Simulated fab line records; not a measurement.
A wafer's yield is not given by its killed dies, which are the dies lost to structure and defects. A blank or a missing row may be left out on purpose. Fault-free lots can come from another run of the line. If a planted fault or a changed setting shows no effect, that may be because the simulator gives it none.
fab line records | flow n5-finfet
record lots=6 | wafers=18 | last-day=17
route steps=1938 shown BEOL_M12@1637 PASSIVATION@1936
lots that met no fault: taken from a fault-free run of the same line
start-h: start of the lot's first displayed wafer, in hours after the record's first day | wait-h: time in hours since the lot's previous step | " the same as in the row above | L1.1+2: a row that stands for several wafers | - either no value or no given start | * or withheld: withheld | < > ~ a bound
route shown NAME@n: a module of which the file shows steps, and the number in the route of the first | usual: mean and standard deviation over wafers with no fault | same: alike in all rows | chamber/n: place in a boat | sites: the reading at each site | _std_site: the standard deviation of these | _edge_site: the outer-site mean with the inner-site mean subtracted | radius-mm: how far each site lies from the wafer's centre | mask NAME#n: copy n | behind: the most recent tool/chamber to have shaped the wafer | hold: why the lot went on hold/how many hours it stayed there/how the hold came to an end | device: the n, p or np transistor that did not switch | end of line: tests run on the same wafers once the route is complete | a step given without rows: its recipe and nothing more | killed: dies lost to structure and defects at the first sort, not the wafer's yield | map: per-die view of a wafer (x killed, . not killed, _ where there is no die)
set.NAME: the setting that was run; set.NAME@STEP: the one run at that earlier step | model.NAME: the simulator's own value behind a step, which no gauge read
lots seen at some steps along the route; tables by step, rows by wafer
services: the hour from which a tool's chamber was out of use, counted from the record's first day as start-h (under 0 if before that day), plus the number of hours and why
## steps
# step N5_BEOL_M12_ETCH_68
# recipe chemistry=N2/H2 | target=SOC | mask-material=SiARC | source-w=3000 | bias-w=350 | temp-c=40 | time-s=285 | ion-energy-ev=200 | pressure-mtorr=30 | n2-flow-sccm=200 | h2-flow-sccm=200
# usual bias-w=349.9/1.1 | drypump-motor-current-A=5.9/0.41 | oes-product-au=0.76/0.077 | rf-vpp-V=523.5/2 | showerhead-plenum-p-Torr=2.53/0.069 | throttle-valve-pct=17.78/0.18
lot.wafer | tool        | chamber | start-h | wait-h | bias-w | drypump-motor-current-A | oes-product-au | rf-hours-counter-h | rf-vpp-V | showerhead-plenum-p-Torr | throttle-valve-pct
L566.3    | rie-diel-03 | 3       | 260.44  | 0.1    | 351.6  | 6.3                     | 0.82           | 105                | 522.0    | 2.45                     | 17.39
L566.4    | "           | 0       | "       | "      | 349.9  | 6.1                     | 0.69           | 201                | 523.4    | 2.49                     | 17.91
L566.5    | "           | 2       | "       | "      | 348.1  | 5.4                     | 0.69           | -                  | 524.1    | 2.54                     | 17.78
L574.2    | rie-diel-03 | 0       | 302.76  | 0.1    | 349.2  | 6.1                     | 0.68           | 215                | 522.5    | 2.48                     | 17.96
L574.4    | "           | 3       | "       | "      | 350.7  | 6.3                     | 0.80           | 119                | 520.6    | 2.45                     | 17.40
L574.5    | "           | 1       | "       | "      | 350.3  | 5.5                     | 0.77           | -                  | 524.4    | 2.57                     | 17.97
L576.1    | rie-diel-03 | 3       | 318.78  | 0.1    | 350.5  | 6.3                     | 0.80           | 125                | 521.3    | 2.44                     | 17.41
L576.2    | "           | 1       | "       | "      | 349.5  | 5.5                     | 0.78           | 119                | 525.2    | 2.57                     | 17.98
L576.3    | "           | 2       | "       | "      | 350.0  | 5.4                     | 0.68           | 227                | 523.1    | 2.53                     | 17.82
L577.2    | rie-diel-01 | 2       | 338.61  | 0.1    | 349.2  | 6.2                     | 0.82           | 90                 | 525.9    | 2.57                     | 17.87
L577.4    | "           | 0       | "       | "      | 348.5  | 6.5                     | 0.73           | -                  | 525.4    | 2.62                     | 17.99
L577.6    | "           | 1       | "       | "      | 349.8  | 6.0                     | 0.68           | -                  | 520.5    | 2.38                     | 17.67
L582.2    | rie-diel-06 | 1       | 339.88  | 0.1    | 351.8  | 6.5                     | 0.88           | 35                 | 526.5    | 2.59                     | 17.78
L582.3    | "           | 0       | "       | "      | 349.0  | 5.7                     | 0.74           | 178                | 527.2    | 2.62                     | 17.67
L582.6    | "           | 0       | "       | "      | 346.6  | 5.7                     | 0.75           | -                  | 526.6    | 2.62                     | 17.69
L587.3    | rie-diel-03 | 3       | 388.68  | 0.1    | 349.5  | 6.3                     | 0.78           | 148                | 519.9    | 2.43                     | 17.46
L587.4    | "           | 2       | "       | "      | 350.1  | 5.4                     | 0.67           | 248                | 522.7    | 2.52                     | 17.84
L587.6    | "           | 1       | "       | "      | 349.2  | 5.5                     | 0.75           | -                  | 524.3    | 2.56                     | 18.03
# step N5_BEOL_M12_STRIP_69
# recipe chemistry=N2/H2 | temp-c=40 | n2-flow-sccm=200 | h2-flow-sccm=200 | rf-frequency-hz=6e+07
# step N5_BEOL_M12_TRENCH_ETCH_34
# recipe chemistry=C4F8/O2/Ar | target=SiOC | target-depth-a=3189.5 | mask-material=SOC | pressure-mtorr=30 | source-w=3000 | bias-w=700 | Ar_flow_sccm=400 | C4F8_flow_sccm=15 | O2_flow_sccm=8 | he-inner-torr=15 | he-outer-torr=30 | time-s=125.5 | ion-energy-ev=250
# usual bias-w=699.8/2.1 | drypump-motor-current-A=5.9/0.41 | he-outer-torr=30.00/0.055 | oes-product-au=0.77/0.077 | rf-vpp-V=664.9/2.4 | showerhead-plenum-p-Torr=3.41/0.083 | throttle-valve-pct=24.27/0.29
lot.wafer | tool        | chamber | start-h | wait-h | bias-w | drypump-motor-current-A | he-outer-torr | oes-product-au | rf-hours-counter-h | rf-vpp-V | showerhead-plenum-p-Torr | throttle-valve-pct
L566.3    | rie-diel-03 | 3       | 260.63  | 0.0    | 698.3  | 6.3                     | 29.97         | 0.82           | 105                | 661.8    | 3.30                     | 23.76
L566.4    | "           | 0       | "       | "      | 704.8  | 6.1                     | 29.99         | 0.69           | 201                | 665.4    | 3.42                     | 24.72
L566.5    | "           | 2       | "       | "      | 697.6  | 5.4                     | 30.00         | 0.69           | -                  | 664.5    | 3.37                     | 23.90
L574.2    | rie-diel-03 | 0       | 302.95  | 0.0    | 702.4  | 6.1                     | 30.11         | 0.69           | 215                | 663.9    | 3.42                     | 24.73
L574.4    | "           | 3       | "       | "      | 700.7  | 6.3                     | 29.91         | 0.81           | 119                | 662.7    | 3.30                     | 23.80
L574.5    | "           | 1       | "       | "      | 699.2  | 5.4                     | 30.02         | 0.77           | -                  | 666.1    | 3.44                     | 24.45
L576.1    | rie-diel-03 | 3       | 318.96  | 0.0    | 700.8  | 6.3                     | 30.04         | 0.80           | 125                | 661.2    | 3.29                     | 23.79
L576.2    | "           | 1       | "       | "      | 697.9  | 5.5                     | 30.00         | 0.76           | 120                | 665.1    | 3.44                     | 24.46
L576.3    | "           | 2       | "       | "      | 699.4  | 5.4                     | 29.97         | 0.68           | 227                | 664.6    | 3.36                     | 23.92
L577.2    | rie-diel-01 | 2       | 338.79  | 0.0    | 701.6  | 6.2                     | 29.97         | 0.82           | 90                 | 666.2    | 3.46                     | 24.41
L577.4    | "           | 0       | "       | "      | 700.3  | 6.4                     | 29.96         | 0.72           | -                  | 667.7    | 3.50                     | 24.28
L577.6    | "           | 1       | "       | "      | 700.5  | 5.9                     | 30.04         | 0.68           | -                  | 660.4    | 3.27                     | 24.33
L582.2    | rie-diel-06 | 1       | 340.06  | 0.0    | 700.8  | 6.5                     | 30.09         | 0.89           | 35                 | 667.7    | 3.49                     | 24.25
L582.3    | "           | 0       | "       | "      | 698.5  | 5.7                     | 29.93         | 0.74           | 178                | 667.2    | 3.55                     | 24.31
L582.6    | "           | 0       | "       | "      | 701.0  | 5.7                     | 29.96         | 0.74           | -                  | 670.4    | 3.55                     | 24.30
L587.3    | rie-diel-03 | 3       | 388.86  | 0.0    | 696.6  | 6.4                     | 30.05         | 0.79           | 148                | 661.6    | 3.28                     | 23.83
L587.4    | "           | 2       | "       | "      | 703.6  | 5.4                     | 29.92         | 0.67           | 248                | 663.2    | 3.35                     | 23.95
L587.6    | "           | 1       | "       | "      | 701.0  | 5.5                     | 29.91         | 0.74           | -                  | 664.4    | 3.43                     | 24.48
# step N5_BEOL_M12_STRIP_70
# recipe chemistry=C4F8/O2/Ar | resist=SiARC | rf-frequency-hz=6e+07
# step N5_BEOL_M12_OCD_MEAS_35
# usual trench-depth-nm=319/6.7
lot.wafer | tool   | chamber | start-h | wait-h | trench-depth-nm
L566.3    | ocd-02 | -       | 260.78  | 0.0    | 328
L566.4    | "      | -       | "       | "      | 316
L566.5    | "      | -       | "       | "      | 313
L574.2    | ocd-01 | -       | 303.10  | 0.0    | 311
L574.4    | "      | -       | "       | "      | 327
L574.5    | "      | -       | "       | "      | 314
L576.1    | ocd-01 | -       | 319.11  | 0.0    | 327
L576.2    | "      | -       | "       | "      | 312
L576.3    | "      | -       | "       | "      | 312
L577.2    | ocd-02 | -       | 338.95  | 0.0    | 322
L577.4    | "      | -       | "       | "      | 313
L577.6    | "      | -       | "       | "      | 315
L582.2    | ocd-02 | -       | 340.21  | 0.0    | 330
L582.3    | "      | -       | "       | "      | 322
L582.6    | "      | -       | "       | "      | 325
L587.3    | ocd-01 | -       | 389.02  | 0.0    | 331
L587.4    | "      | -       | "       | "      | 313
L587.6    | "      | -       | "       | "      | 315
# step N5_BEOL_M12_STRIP_37
# recipe chemistry=N2/H2 | power-w=1000 | temp-c=250 | h2-frac=0.65 | overash-fraction=0.3 | pressure-mtorr=withheld | n2-flow-sccm=1750 | h2-flow-sccm=3250
# step N5_BEOL_M12_ETCH_38
# recipe chemistry=CF4/N2 | target=SiCN | target-depth-a=687 | taper-deg=2 | time-s=73.4 | ion-energy-ev=150 | mask-material=SiO2 | pressure-mtorr=40 | source-w=430 | bias-w=70 | Ar_flow_sccm=100 | cf4-flow-sccm=60 | n2-flow-sccm=60
# usual bias-w=69.99/0.22 | drypump-motor-current-A=6.0/0.39 | oes-product-au=0.76/0.088 | rf-vpp-V=381.9/1.5 | showerhead-plenum-p-Torr=2.19/0.059 | throttle-valve-pct=15.52/0.2
lot.wafer | tool        | chamber | start-h | wait-h | bias-w | drypump-motor-current-A | oes-product-au | rf-hours-counter-h | rf-vpp-V | showerhead-plenum-p-Torr | throttle-valve-pct
L566.3    | rie-diel-03 | 2       | 264.26  | -      | 70.04  | 5.4                     | 0.68           | 210                | 381.2    | 2.18                     | 15.33
L566.4    | "           | 0       | "       | "      | 70.25  | 6.1                     | 0.70           | 202                | 382.8    | 2.19                     | 15.80
L566.5    | "           | 2       | "       | "      | 69.93  | 5.4                     | 0.69           | -                  | 382.1    | 2.18                     | 15.33
L574.2    | rie-diel-03 | 1       | 305.99  | -      | 70.02  | 5.5                     | 0.77           | 115                | 383.1    | 2.23                     | 15.72
L574.4    | "           | 0       | "       | "      | 69.97  | 6.1                     | 0.68           | 216                | 381.5    | 2.18                     | 15.84
L574.5    | "           | 2       | "       | "      | 69.97  | 5.4                     | 0.68           | -                  | 382.3    | 2.18                     | 15.36
L576.1    | rie-diel-01 | 3       | 327.45  | -      | 70.04  | 6.1                     | 0.95           | 18                 | 380.7    | 2.16                     | 15.36
L576.2    | "           | 1       | "       | "      | 69.97  | 5.9                     | 0.67           | 222                | 380.1    | 2.09                     | 15.57
L576.3    | "           | 0       | "       | "      | 70.00  | 6.4                     | 0.71           | 195                | 385.2    | 2.28                     | 15.65
L577.2    | rie-diel-01 | 0       | 339.35  | -      | 70.01  | 6.5                     | 0.71           | 201                | 384.3    | 2.27                     | 15.66
L577.4    | "           | 1       | "       | "      | 69.64  | 5.9                     | 0.66           | -                  | 379.8    | 2.08                     | 15.57
L577.6    | "           | 2       | "       | "      | 70.11  | 6.2                     | 0.81           | -                  | 383.2    | 2.23                     | 15.59
L582.2    | rie-diel-01 | 0       | 340.39  | -      | 70.23  | 6.4                     | 0.70           | 201                | 383.3    | 2.27                     | 15.66
L582.3    | "           | 2       | "       | "      | 70.30  | 6.3                     | 0.82           | 90                 | 382.1    | 2.23                     | 15.59
L582.6    | "           | 2       | "       | "      | 70.28  | 6.2                     | 0.81           | -                  | 382.6    | 2.23                     | 15.60
L587.3    | rie-diel-03 | 0       | 389.59  | -      | 69.63  | 6.1                     | 0.67           | 246                | 382.2    | 2.17                     | 15.91
L587.4    | "           | 3       | "       | "      | 69.73  | 6.3                     | 0.76           | 149                | 379.9    | 2.12                     | 15.20
L587.6    | "           | 1       | "       | "      | 69.90  | 5.5                     | 0.75           | -                  | 381.8    | 2.22                     | 15.77
# step N5_BEOL_M12_PRECLEAN_39
# recipe chemistry=residue-remover | time-s=60 | temp-c=40
# step N5_BEOL_M12_SRD_40
# recipe time-s=30 | temp-c=23 | rinse-liquid=diw | dry=n2-spin | spin-rpm=1500 | dry-time-s=30
# step N5_BEOL_M12_DEGAS_41
# recipe ambient=vacuum | temp-c=250 | time-s=60
# step N5_BEOL_M12_PRE_CLEAN_42
# recipe gas=H2/He | time-s=30 | temp-c=250
# usual heater-power-w=343/47
lot.wafer | tool           | chamber | start-h | wait-h | heater-power-w
L566.3    | pvd-sputter-01 | -       | 265.23  | 0.0    | 301
L566.4    | "              | -       | "       | "      | 347
L566.5    | "              | -       | "       | "      | 304
L574.2    | pvd-sputter-02 | -       | 306.62  | 0.0    | 288
L574.4    | "              | -       | "       | "      | 407
L574.5    | "              | -       | "       | "      | 403
L576.1    | pvd-sputter-01 | -       | 327.92  | 0.0    | 348
L576.2    | "              | -       | "       | "      | 343
L576.3    | "              | -       | "       | "      | 456
L577.2    | pvd-sputter-03 | -       | 339.59  | 0.0    | 313
L577.4    | "              | -       | "       | "      | 299
L577.6    | "              | -       | "       | "      | 318
L582.2    | pvd-sputter-01 | -       | 342.67  | 0.0    | 295
L582.3    | "              | -       | "       | "      | 459
L582.6    | "              | -       | "       | "      | 356
L587.3    | pvd-sputter-02 | -       | 390.11  | 0.0    | 402
L587.4    | "              | -       | "       | "      | 306
L587.6    | "              | -       | "       | "      | 397
# step N5_BEOL_M12_SPUTTER_43
# recipe material=TaN | target-thk-a=150 | temp-c=50 | bias-v=168.6 | power-w=15000 | chamber-pressure-pa=0.12 | time-s=24.19
# usual cathode-dc-power-W=15000/2.8 | throttle-valve-pct=30.3/1
lot.wafer | tool           | chamber | start-h | wait-h | cathode-dc-power-W | throttle-valve-pct
L566.3    | pvd-sputter-01 | -       | 265.27  | 0.0    | 15003              | 28.3
L566.4    | "              | -       | "       | "      | 15003              | 29.8
L566.5    | "              | -       | "       | "      | 15005              | 28.4
L574.2    | pvd-sputter-02 | -       | 306.66  | 0.0    | 14999              | 29.4
L574.4    | "              | -       | "       | "      | 15000              | 30.7
L574.5    | "              | -       | "       | "      | 14995              | 31.1
L576.1    | pvd-sputter-01 | -       | 327.96  | 0.0    | 14999              | 30.5
L576.2    | "              | -       | "       | "      | 15006              | 29.6
L576.3    | "              | -       | "       | "      | 15000              | 30.4
L577.2    | pvd-sputter-03 | -       | 339.63  | 0.0    | 15003              | 32.3
L577.4    | "              | -       | "       | "      | 14997              | 30.8
L577.6    | "              | -       | "       | "      | 15000              | 30.8
L582.2    | pvd-sputter-01 | -       | 342.71  | 0.0    | 14998              | 28.4
L582.3    | "              | -       | "       | "      | 15003              | 30.4
L582.6    | "              | -       | "       | "      | 14999              | 30.4
L587.3    | pvd-sputter-02 | -       | 390.15  | 0.0    | 15005              | 30.9
L587.4    | "              | -       | "       | "      | 15002              | 29.7
L587.6    | "              | -       | "       | "      | 14996              | 30.7
# step N5_BEOL_M12_SPUTTER_44
# recipe material=Ta | target-thk-a=100 | temp-c=50 | bias-v=80 | power-w=15000 | chamber-pressure-pa=0.07 | time-s=16.13
# usual cathode-dc-power-W=15000/2.6 | throttle-valve-pct=30.3/1
lot.wafer | tool           | chamber | start-h | wait-h | cathode-dc-power-W | throttle-valve-pct | model.Ta_of_BEOL_M12_SPUTTER_44.thk-nm
L566.3    | pvd-sputter-01 | -       | 265.35  | 0.0    | 15001              | 28.3               | 10
L566.4    | "              | -       | "       | "      | 15002              | 29.6               | 10
L566.5    | "              | -       | "       | "      | 14998              | 28.5               | 10
L574.2    | pvd-sputter-02 | -       | 306.74  | 0.0    | 15000              | 29.8               | 10.2
L574.4    | "              | -       | "       | "      | 14998              | 31.0               | 10.2
L574.5    | "              | -       | "       | "      | 15005              | 30.9               | 10.2
L576.1    | pvd-sputter-01 | -       | 328.04  | 0.0    | 11047              | 30.2               | 7.4
L576.2    | "              | -       | "       | "      | 11047              | 29.6               | 7.4
L576.3    | "              | -       | "       | "      | 11047              | 30.2               | 7.4
L577.2    | pvd-sputter-03 | -       | 339.71  | 0.0    | 15001              | 32.1               | 10
L577.4    | "              | -       | "       | "      | 15004              | 30.9               | 10
L577.6    | "              | -       | "       | "      | 14994              | 31.2               | 9.8
L582.2    | pvd-sputter-01 | -       | 342.79  | 0.0    | 11046              | 28.5               | 7.4
L582.3    | "              | -       | "       | "      | 11050              | 30.3               | 7.2
L582.6    | "              | -       | "       | "      | 11041              | 30.2               | 7.2
L587.3    | pvd-sputter-02 | -       | 390.23  | 0.0    | 15003              | 30.7               | 10.4
L587.4    | "              | -       | "       | "      | 14997              | 29.7               | 10.2
L587.6    | "              | -       | "       | "      | 14996              | 30.6               | 10.4
# step N5_BEOL_M12_SPUTTER_45
# recipe material=Cu | target-thk-a=800 | temp-c=-20 | bias-v=60 | power-w=26000 | chamber-pressure-pa=0.13 | time-s=13.33
# step N5_BEOL_M12_ECD_47
# recipe material=Cu | target-thk-a=7200
# step N5_BEOL_M12_ANNEAL_48
# recipe temp-c=225 | time-s=90 | ambient=N2
# step N5_BEOL_M12_CMP_49
# recipe stop-on=SiOC | t-overpolish-s=20.6 | down-force-psi=1 | platen-rpm=50 | clearing-platen-down-force-psi=1.5 | clearing-platen-rpm=50 | post-cmp-clean=cu-alkaline | target-thk-nm=320 | clearing-platen-pad-velocity-m-s=0.99484 | pad-velocity-m-s=0.99484
# usual barrier-field-endpoint-s=30.7/0.8 | motor-current-A=6.2/0.43
lot.wafer | tool   | chamber | start-h | wait-h | barrier-field-endpoint-s | motor-current-A
L566.4    | cmp-02 | 3       | 266.10  | 0.2    | 31.5                     | 5.4
L566.3    | "      | 1       | "       | "      | 30.8                     | 6.5
L566.5    | "      | 2       | "       | "      | 30.8                     | 6.7
L574.4    | cmp-01 | 2       | 307.41  | 0.2    | 29.2                     | 6.3
L574.2    | "      | 3       | "       | "      | 30.8                     | 5.9
L574.5    | "      | 2       | "       | "      | 29.6                     | 6.0
L576.2    | cmp-02 | 0       | 329.34  | 0.2    | 27.3                     | 6.0
L576.1    | "      | 1       | "       | "      | 28.2                     | 6.9
L576.3    | "      | 2       | "       | "      | 28.2                     | 6.5
L577.2    | cmp-04 | 2       | 340.42  | 0.3    | 29.9                     | 5.6
L577.4    | "      | 3       | "       | "      | 30.0                     | 6.4
L577.6    | "      | 0       | "       | "      | 31.0                     | 6.2
L582.2    | cmp-01 | 1       | 343.43  | 0.2    | 28.1                     | 6.5
L582.3    | "      | 2       | "       | "      | 27.2                     | 6.5
L582.6    | "      | 2       | "       | "      | 26.9                     | 6.2
L587.4    | cmp-02 | 1       | 390.87  | 0.1    | 32.3                     | 6.8
L587.3    | "      | 3       | "       | "      | 32.6                     | 5.2
L587.6    | "      | 2       | "       | "      | 32.8                     | 6.3
# step N5_BEOL_M12_THK_MEAS_50
# recipe thk-meas-gauge=xrf | reads=Cu_of_BEOL_M12_ECD_47
# usual M12_THK=324/7.4
lot.wafer | tool          | chamber | start-h | wait-h | M12_THK[nm]
L566.3    | film-metro-01 | -       | 266.36  | -      | 335
L566.4    | "             | -       | "       | "      | 324
L566.5    | "             | -       | "       | "      | 321
L574.2    | film-metro-01 | -       | 307.67  | -      | 311
L574.4    | "             | -       | "       | "      | 329
L574.5    | "             | -       | "       | "      | 315
L576.1    | film-metro-02 | -       | 329.63  | -      | 330
L576.2    | "             | -       | "       | "      | 314
L576.3    | "             | -       | "       | "      | 316
L577.2    | film-metro-02 | -       | 340.64  | -      | 329
L577.4    | "             | -       | "       | "      | 317
L577.6    | "             | -       | "       | "      | 320
L582.2    | film-metro-02 | -       | 343.72  | -      | 340
L582.3    | "             | -       | "       | "      | 330
L582.6    | "             | -       | "       | "      | 335
L587.3    | film-metro-01 | -       | 391.16  | -      | 335
L587.4    | "             | -       | "       | "      | 319
L587.6    | "             | -       | "       | "      | 321
# step N5_PASSIVATION_PROBE_49
# usual defect-limited-yield=91.5/1.7 | killed_at_M0_to_M3=33/11 | killed_at_M4_up=13/5.2 | killed-at-contacts=11/5.7 | killed-at-front-end=39/11 | killed-at-other=4/3 | killed-dies=101/20 | killed-open=66/15 | killed-short=33/8.4 | sort_bin_5_function=5.0/1.1 | sort_bin_6_memory=3.2/0.69 | sort_bin_8_speed=0.1/0.52 | sort-n-pass=1078/20 | sort-yield-pct=91.4/1.7
# same gross-dies=1180 | killed-at-back-side=0 | sort_bin_4_leakage[%]=0
lot.wafer | tool      | chamber | start-h | wait-h | defect-limited-yield[%] | killed_at_M0_to_M3 | killed_at_M4_up | killed-at-contacts | killed-at-front-end | killed-at-other | killed-dies | killed-open | killed-short | sort_bin_5_function[%] | sort_bin_6_memory[%] | sort_bin_8_speed[%] | sort-n-pass | sort-yield-pct[%]
L574.2    | prober-01 | -       | 337.37  | 0.1    | 92.9                    | 27                 | 14              | 14                 | 27                  | 2               | 84          | 67          | 17           | 4.2                    | 2.6                  | 0                   | 1096        | 92.9
L574.4    | prober-01 | -       | 337.47  | 0.2    | 92.5                    | 30                 | 16              | 7                  | 34                  | 2               | 89          | 56          | 29           | 5.1                    | 2.3                  | 0                   | 1091        | 92.5
L574.5    | prober-01 | -       | 337.52  | 0.2    | 93.6                    | 28                 | 17              | 7                  | 20                  | 3               | 75          | 49          | 24           | 4.0                    | 2.0                  | 0                   | 1105        | 93.6
L577.2    | prober-02 | -       | 371.51  | 0.1    | 91.6                    | 39                 | 4               | 5                  | 51                  | 0               | 99          | 62          | 36           | 5.1                    | 2.9                  | 0                   | 1081        | 91.6
L577.4    | prober-02 | -       | 371.61  | 0.2    | 92.9                    | 41                 | 12              | 8                  | 21                  | 2               | 84          | 58          | 24           | 4.0                    | 2.7                  | 0                   | 1096        | 92.9
L577.6    | prober-02 | -       | 371.71  | 0.3    | 91.2                    | 56                 | 7               | 7                  | 33                  | 1               | 104         | 72          | 31           | 5.3                    | 3.1                  | 0                   | 1076        | 91.2
L582.6    | prober-01 | -       | 378.79  | 0.3    | 91.0                    | 32                 | 11              | 12                 | 49                  | 2               | 106         | 62          | 35           | 5.3                    | 2.6                  | 0                   | 1074        | 91.0
# killed by level:class
L574.2 MOL_CONTACT_COAG:geometric-particle:open=14 FIN_SAQP:geometric-particle:open=11 BEOL_M0_SAQP:geometric-particle:open=7 BEOL_M2:geometric-particle:open=7 BEOL_M1:geometric-particle:open=5 BEOL_M4:geometric-particle:open=5 STARTING-WAFER:geometric-particle:open=4 BEOL_M0_SAQP:geometric-particle:short=3
L574.4 BEOL_M2:geometric-particle:open=9 BEOL_M0_SAQP:geometric-particle:short=8 FIN_SAQP:geometric-particle:open=6 STI_FIN_REVEAL:geometric-particle:open=5 BEOL_M0_SAQP:geometric-particle:open=5 MOL_CONTACT_COAG:geometric-particle:open=5 GATE_CUT:geometric-particle:short=4 GATE_CUT:geometric-particle:open=4
L574.5 BEOL_M0_SAQP:geometric-particle:open=6 BEOL_M2:geometric-particle:open=6 BEOL_M4:geometric-particle:open=6 BEOL_M3:geometric-particle:open=5 STI_FIN_REVEAL:geometric-particle:open=4 MOL_CONTACT_COAG:geometric-particle:open=4 BEOL_M0_SAQP:geometric-particle:short=4 MOL_CONTACT_COAG:geometric-particle:short=3
L577.2 FIN_SAQP:geometric-particle:short=13 BEOL_M2:geometric-particle:open=13 BEOL_M3:geometric-particle:open=9 STI_FIN_REVEAL:geometric-particle:open=8 FIN_SAQP:geometric-particle:open=7 DUMMY_GATE:geometric-particle:open=5 MOL_CONTACT_COAG:geometric-particle:open=5 BEOL_M0_SAQP:geometric-particle:short=5
L577.4 BEOL_M3:geometric-particle:open=13 GATE_CUT:geometric-particle:short=7 MOL_CONTACT_COAG:geometric-particle:open=7 BEOL_M1:geometric-particle:open=7 STI_FIN_REVEAL:geometric-particle:open=6 BEOL_M0_SAQP:geometric-particle:short=6 BEOL_M4:geometric-particle:open=6 BEOL_M0_SAQP:geometric-particle:open=5
L577.6 STI_FIN_REVEAL:geometric-particle:open=15 BEOL_M2:geometric-particle:open=15 BEOL_M3:geometric-particle:open=14 BEOL_M0_SAQP:geometric-particle:open=10 BEOL_M0_SAQP:geometric-particle:short=6 MOL_CONTACT_COAG:geometric-particle:open=4 STI_FIN_REVEAL:geometric-particle:short=3 DUMMY_GATE:geometric-particle:short=3
L582.6 STI_FIN_REVEAL:geometric-particle:open=12 MOL_CONTACT_COAG:geometric-particle:open=10 HKMG_FIN:area-etch=9 FIN_SAQP:geometric-particle:short=8 BEOL_M0_SAQP:geometric-particle:short=7 BEOL_M3:geometric-particle:open=6 BEOL_M0_SAQP:geometric-particle:open=6 FIN_SAQP:geometric-particle:open=5
## services
tool           | chamber | start-h | hours | kind
rie-diel-01    | 3       | 255.63  | -     | clean
rie-diel-01    | 3       | 255.63  | -     | consumable-replace:focus-ring
rie-diel-01    | 3       | 255.63  | 20.5  | scheduled-down
rie-diel-01    | 3       | 255.63  | 20.5  | vent-cycle
cmp-02         | -       | 258.41  | 2.0   | repair
cmp-02         | -       | 262.26  | 0.8   | repair
cmp-04         | -       | 276.78  | 0.6   | repair
cmp-01         | -       | 294.23  | 3.9   | repair
cmp-04         | -       | 296.31  | 1.8   | repair
cmp-01         | -       | 298.98  | 4.0   | pm
cmp-01         | -       | 302.98  | -     | consumable-replace:conditioner
cmp-01         | -       | 302.98  | -     | consumable-replace:pad
rie-diel-06    | 3       | 307.81  | 6.7   | repair
cmp-01         | -       | 313.44  | 1.2   | repair
cmp-02         | -       | 325.52  | 3.7   | pm
rie-diel-01    | 3       | 330.01  | 15.9  | repair
cmp-04         | -       | 341.81  | 5.5   | pm
rie-diel-01    | 0       | 343.02  | 22.2  | repair
pvd-sputter-01 | -       | 354.49  | 2.5   | repair
rie-diel-06    | 2       | 359.48  | 33.0  | repair
cmp-01         | -       | 367.52  | 13.8  | pm
cmp-01         | -       | 381.38  | 2.1   | repair
cmp-04         | -       | 383.28  | 0.5   | repair
cmp-01         | -       | 389.41  | 6.3   | repair
## key
first-sign step=N5_BEOL_M12_SPUTTER_44 | reading=cathode-dc-power-W | direction=down | sigmas=99+ | usual=* | struck=*
effect step=N5_BEOL_M12_CMP_49 | reading=barrier-field-endpoint-s | direction=down | sigmas=3.7 | usual=30.7 | struck=27.7
model-effect step=N5_BEOL_M12_SPUTTER_44 | value=Ta_of_BEOL_M12_SPUTTER_44.thk-nm | without=10 | struck=7.333
met-at N5_BEOL_M12_SPUTTER_44
struck-wafers L576.1,L576.2,L576.3,L582.2,L582.3,L582.6
onset-between 265.35 328.04
fault kind=process-parameter-drift | tool=pvd-sputter-01 | chamber=- | onset-h=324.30 | steps=N5_BEOL_M12_SPUTTER_44 | channel=power-w | offset=* | shape=step | end-h=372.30 | acts-in=* | stated=*
